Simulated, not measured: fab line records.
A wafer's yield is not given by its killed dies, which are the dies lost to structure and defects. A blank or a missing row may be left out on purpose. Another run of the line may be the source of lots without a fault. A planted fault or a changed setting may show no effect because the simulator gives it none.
Matching of chambers + flow nand_harc + rie_diel-10 running NHARC_A_BLC_STRIP_21: 4 sister chambers
The step strips in O2. 14 wafers are shown with their chamber, then 7 later ones without.

## EACH WAFER AND ITS CHAMBER
| wafer  | chamber | showerhead_plenum_p_Torr (Torr) | oes_product_au (a.u.) | throttle_valve_pct (%) |
|--------|---------|---------------------------------|-----------------------|------------------------|
| L393.2 | 2       | 3.54                            | 0.994                 | 17.044                 |
| L393.3 | 1       | 3.50                            | 1.008                 | 17.027                 |
| L393.5 | 1       | 3.50                            | 1.003                 | 17.041                 |
| L391.2 | 0       | 3.42                            | 1.004                 | 17.026                 |
| L391.3 | 1       | 3.50                            | 1.001                 | 17.035                 |
| L391.5 | 2       | 3.54                            | 1.002                 | 17.035                 |
| L392.1 | 0       | 3.42                            | 1.005                 | 17.035                 |
| L392.2 | 2       | 3.54                            | 1.001                 | 17.025                 |
| L392.3 | 1       | 3.50                            | 1.016                 | 17.047                 |
| L403.3 | 1       | 3.49                            | 1.000                 | 17.049                 |
| L403.5 | 0       | 3.42                            | 0.995                 | 17.028                 |
| L403.6 | 3       | 3.38                            | 0.994                 | 17.041                 |
| L405.2 | 2       | 3.53                            | 1.001                 | 17.038                 |
| L405.3 | 0       | 3.42                            | 1.004                 | 17.026                 |

SIGNATURES (means of the wafers above)
| reading                  | chamber 0 | chamber 1 | chamber 2 | chamber 3 | scatter within a chamber |
|--------------------------|-----------|-----------|-----------|-----------|--------------------------|
| showerhead_plenum_p_Torr | 3.4200    | 3.4980    | 3.5375    | 3.3800    | 0.00394                  |
| oes_product_au           | 1.00200   | 1.00560   | 0.99950   | 0.99400   | 0.00529                  |
| throttle_valve_pct       | 17.02875  | 17.03980  | 17.03550  | 17.04100  | 0.00754                  |
Rule: for a wafer and a chamber, the distance is found by dividing, reading by reading, the gap between the wafer's reading and the chamber's mean by the reading's scatter, squaring, summing and taking the root. The wafer belongs to the nearest chamber; if the next one is less than 2 further off, it can't be placed. The scatter: take each reading less its chamber's mean, square it, sum over the shown wafers, divide by the number of wafers less the number of chambers, and take the root.

## WAFERS MISSING THEIR CHAMBER
| wafer  | showerhead_plenum_p_Torr (Torr) | oes_product_au (a.u.) | throttle_valve_pct (%) |
|--------|---------------------------------|-----------------------|------------------------|
| L405.5 | 3.53                            | 1.005                 | 17.041                 |
| L410.2 | 3.38                            | 0.999                 | 17.027                 |
| L410.3 | 3.41                            | 0.989                 | 17.042                 |
| L410.4 | 3.49                            | 0.998                 | 17.033                 |
| L412.1 | 3.38                            | 1.002                 | 17.023                 |
| L412.5 | 3.53                            | 0.993                 | 17.048                 |
| L412.6 | 3.38                            | 1.002                 | 17.053                 |

## EACH ONE'S CHAMBER
| wafer  | from the rows above | in truth |
|--------|---------------------|----------|
| L405.5 | 2                   | 2        |
| L410.2 | 3                   | 3        |
| L410.3 | 0                   | 0        |
| L410.4 | 1                   | 1        |
| L412.1 | 3                   | 3        |
| L412.5 | 2                   | 2        |
| L412.6 | 3                   | 3        |
Correctly placed: 7 of 7. Not placeable from these rows: 0. Number placed wrongly: 0.
